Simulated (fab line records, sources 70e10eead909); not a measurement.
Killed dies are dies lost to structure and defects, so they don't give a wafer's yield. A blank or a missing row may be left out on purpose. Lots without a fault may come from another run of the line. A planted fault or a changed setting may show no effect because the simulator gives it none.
Chamber matching | flow nand_harc | NHARC_P_BONDPAD_CMP_32 on cmp-04: 4 sister chambers
The step polishes SiCN, target thk 200 nm. 4 wafers are shown with their chamber, then 10 later ones without.

WAFERS WITH THEIR CHAMBER
wafer  | chamber | motor_current_A (A)
L082.2 | 2       | 11.9
L089.3 | 1       | 14.7
L088.2 | 0       | 14.4
L088.4 | 3       | 12.7

WAFERS WITHOUT THEIR CHAMBER
wafer  | motor_current_A (A)
L088.5 | 11.8
L093.2 | 15.2
L093.3 | 11.9
L093.6 | 11.6
L095.3 | 13.9
L095.5 | 15.3
L095.6 | 14.9
L097.2 | 15.1
L097.3 | 16.0
L097.5 | 12.1

WHICH CHAMBER EACH WENT THROUGH
wafer  | from the rows above          | in truth
L088.5 | can't be placed: 2 or 3      | 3
L093.2 | can't be placed: 1 or 0      | 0
L093.3 | can't be placed: 2 or 3      | 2
L093.6 | can't be placed: 2 or 3      | 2
L095.3 | can't be placed: 0 or 1 or 3 | 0
L095.5 | can't be placed: 1 or 0      | 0
L095.6 | can't be placed: 1 or 0      | 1
L097.2 | can't be placed: 1 or 0      | 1
L097.3 | can't be placed: 1 or 0      | 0
L097.5 | can't be placed: 2 or 3      | 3
Placed correctly: 0 of 10. Can't be placed from these rows: 10 (the true chamber is among the candidates in 10). Placed wrongly: 0.
How it was worked out, from the rows above alone: a wafer's distance from a chamber is the root of the sum, over the readings, of the square of ((its reading less the chamber's mean) divided by the reading's scatter). The wafer belongs to the nearest chamber; if the next one is less than 2 further off, it can't be placed. A chamber's mean is the mean of its shown wafers. The scatter: with one shown wafer a chamber, the root of the mean of the squares of how far each hidden wafer lies from its nearest shown one.
